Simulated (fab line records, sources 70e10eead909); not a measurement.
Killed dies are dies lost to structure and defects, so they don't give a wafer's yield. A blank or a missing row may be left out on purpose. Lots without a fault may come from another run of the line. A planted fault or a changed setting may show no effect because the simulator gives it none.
Which tool did it? | flow nand_harc | 6 lots, 18 wafers sampled, at 5 steps of a route of 1159

WHAT THE GAUGES READ, wafer by wafer
NHARC_END_SORT_01.
lot  | measured     | on        | killed_at_array
L647 | day 20 05:53 | prober-02 | 33 32 31
L651 | day 21 09:30 | prober-02 | 16 12 15
L656 | day 22 01:08 | prober-01 | 675 676 674
L661 | day 22 22:02 | prober-02 | 26 34 25
L663 | day 23 12:43 | prober-01 | 33 39 41
L666 | day 24 15:25 | prober-01 | 41 49 44

WHICH TOOL RAN EACH LOT (tool, then ch and the chambers of the sampled wafers, then the start)
lot  | NHARC_A_STAIRCASE_ETCH_170                    | NHARC_A_STAIRCASE_STRIP_171          | NHARC_A_STAIRCASE_ETCH_25                     | NHARC_A_STAIRCASE_ETCH_27
L647 | rie_diel-07 ch 0,2,3, day 11 08:00 or earlier | plasma_asher-02 ch 0,1, day 11 08:00 | rie_diel-07 ch 1,2,3, day 11 12:16 or earlier | rie_diel-07 ch 0,3, day 11 12:16
L651 | rie_diel-08 ch 2,3, day 11 22:30 or earlier   | plasma_asher-02 ch 0,1, day 11 22:30 | rie_diel-07 ch 0,1,2, day 12 02:41 or earlier | rie_diel-07 ch 0,2,3, day 12 02:41
L656 | rie_diel-08 ch 0,1, day 13 06:04 or earlier   | plasma_asher-02 ch 0,1, day 13 06:04 | rie_diel-02 ch 0,1, day 13 09:50 or earlier   | rie_diel-02 ch 1,3, day 13 09:50
L661 | rie_diel-02 ch 2,3, day 14 11:34 or earlier   | plasma_asher-01 ch 0,1, day 14 11:34 | rie_diel-07 ch 0,1, day 14 16:23              | rie_diel-07 ch 0,1,3, day 14 16:38
L663 | rie_diel-08 ch 1,2, day 14 22:39 or earlier   | plasma_asher-02 ch 0, day 14 22:39   | rie_diel-07 ch 1,3, day 15 02:34 or earlier   | rie_diel-07 ch 0,2, day 15 02:34
L666 | rie_diel-02 ch 0,1, day 15 17:19 or earlier   | plasma_asher-01 ch 0,1, day 15 17:19 | rie_diel-08 ch 2,3, day 15 21:11 or earlier   | rie_diel-08 ch 2,3, day 15 21:11
- NHARC_A_STAIRCASE_ETCH_170: etches the open film in C4F6/O2, target depth 200 nm, time 66.667 s.
- NHARC_A_STAIRCASE_STRIP_171: strips in O2.
- NHARC_A_STAIRCASE_ETCH_25: etches the open film in C4F8/O2, target depth 100 nm, time 40.5 s.
- NHARC_A_STAIRCASE_ETCH_27: etches the open film in C4F8/O2, target depth 100 nm, time 40.5 s.

THE ANSWER, worked out from the rows above alone
Rule: what is usual is taken from the lots themselves. Put in order of their means at a reading, lots are off if they are a third of the lots or fewer, leave a main group of 4 or more, and stand apart from it by a gap of 3 or more times the standard deviation of the main group's means; of several such gaps the widest counts. A main group whose means are all the same, to the digits that the tables above print for the reading, isn't used. A lot without any number at a reading at which 4 lots or more have one is off too. The other lots that the step has rows for count as sound.
Off: L656, at NHARC_END_SORT_01 (killed_at_array). The main group: mean 31, standard deviation 10.
A tool fits if, at a process step before that reading, it ran every lot that is off, and no sound lot after the first of them. The gauges at NHARC_END_SORT_01 are tried like those tools. NHARC_A_STAIRCASE_ETCH_170 gives no start for some lots, so the hours and the order of its lots are those of NHARC_A_STAIRCASE_STRIP_171. NHARC_A_STAIRCASE_ETCH_25 gives no start for some lots, so the hours and the order of its lots are those of NHARC_A_STAIRCASE_ETCH_27. One fits: rie_diel-02 at NHARC_A_STAIRCASE_ETCH_25 and NHARC_A_STAIRCASE_ETCH_27. It ran no sound lot before its first lot that is off in this sample, so the start can't be narrowed down.

WHAT THE SIMULATOR HAD PUT IN
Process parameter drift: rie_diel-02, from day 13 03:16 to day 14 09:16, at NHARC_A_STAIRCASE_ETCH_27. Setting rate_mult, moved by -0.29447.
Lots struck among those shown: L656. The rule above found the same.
